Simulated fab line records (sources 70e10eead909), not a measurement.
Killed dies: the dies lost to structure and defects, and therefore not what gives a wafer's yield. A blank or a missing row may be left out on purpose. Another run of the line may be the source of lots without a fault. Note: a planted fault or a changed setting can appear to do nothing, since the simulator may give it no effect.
Matching of chambers || flow nandHarc || NHARC_A_WL_FILL_ETCHBACK_26 on rieSi-02: 4 sister chambers
The step etches the open film in HBr, target depth 52 nm, time 13.3 s. 7 wafers are shown with their chamber, then 9 later ones without.

EACH WAFER AND ITS CHAMBER
{"wafer": "L080.5", "chamber": 0, "drypumpMotorCurrentA (A)": 6.2, "oesProductAu (a.u.)": 0.993}
{"wafer": "L081.1", "chamber": 0, "drypumpMotorCurrentA (A)": 6.3, "oesProductAu (a.u.)": 0.992}
{"wafer": "L084.5", "chamber": 3, "drypumpMotorCurrentA (A)": 5.5, "oesProductAu (a.u.)": 1.004}
{"wafer": "L084.6", "chamber": 2, "drypumpMotorCurrentA (A)": 5.1, "oesProductAu (a.u.)": 0.995}
{"wafer": "L085.1", "chamber": 2, "drypumpMotorCurrentA (A)": 5.1, "oesProductAu (a.u.)": 0.991}
{"wafer": "L085.3", "chamber": 1, "drypumpMotorCurrentA (A)": 5.8, "oesProductAu (a.u.)": 1.000}
{"wafer": "L085.5", "chamber": 3, "drypumpMotorCurrentA (A)": 5.5, "oesProductAu (a.u.)": 0.992}

WAFERS WITH NO CHAMBER GIVEN
{"wafer": "L089.2", "drypumpMotorCurrentA (A)": 6.2, "oesProductAu (a.u.)": 0.996}
{"wafer": "L089.3", "drypumpMotorCurrentA (A)": 5.2, "oesProductAu (a.u.)": 0.986}
{"wafer": "L089.5", "drypumpMotorCurrentA (A)": 5.5, "oesProductAu (a.u.)": 1.004}
{"wafer": "L095.1", "drypumpMotorCurrentA (A)": 6.3, "oesProductAu (a.u.)": 0.996}
{"wafer": "L095.2", "drypumpMotorCurrentA (A)": 5.1, "oesProductAu (a.u.)": 0.997}
{"wafer": "L095.6", "drypumpMotorCurrentA (A)": 5.5, "oesProductAu (a.u.)": 1.006}
{"wafer": "L097.1", "drypumpMotorCurrentA (A)": 5.2, "oesProductAu (a.u.)": 1.010}
{"wafer": "L097.2", "drypumpMotorCurrentA (A)": 5.5, "oesProductAu (a.u.)": 1.010}
{"wafer": "L097.5", "drypumpMotorCurrentA (A)": 5.5, "oesProductAu (a.u.)": 1.007}

THE CHAMBER EACH PASSED THROUGH
{"wafer": "L089.2", "from the rows above": 0, "in truth": 0}
{"wafer": "L089.3", "from the rows above": 2, "in truth": 2}
{"wafer": "L089.5", "from the rows above": 3, "in truth": 3}
{"wafer": "L095.1", "from the rows above": 0, "in truth": 0}
{"wafer": "L095.2", "from the rows above": 2, "in truth": 2}
{"wafer": "L095.6", "from the rows above": 3, "in truth": 3}
{"wafer": "L097.1", "from the rows above": 2, "in truth": 2}
{"wafer": "L097.2", "from the rows above": 3, "in truth": 3}
{"wafer": "L097.5", "from the rows above": 3, "in truth": 3}
Correct placement for 9 of the 9. Left unplaced by these rows: 0. 0 placed wrongly.
How it was worked out, from the rows above alone: a wafer's distance from a chamber is the root of the sum, over the readings, of the square of ((its reading less the chamber's mean) divided by the reading's scatter). The wafer belongs to the nearest chamber; if the next one is less than 2 further off, it can't be placed. The mean given for a chamber averages the wafers shown for that chamber. How the scatter is found: for the shown wafers, subtract from each reading the mean of its chamber, square and add these, divide the total by (wafers less chambers), then take the root.
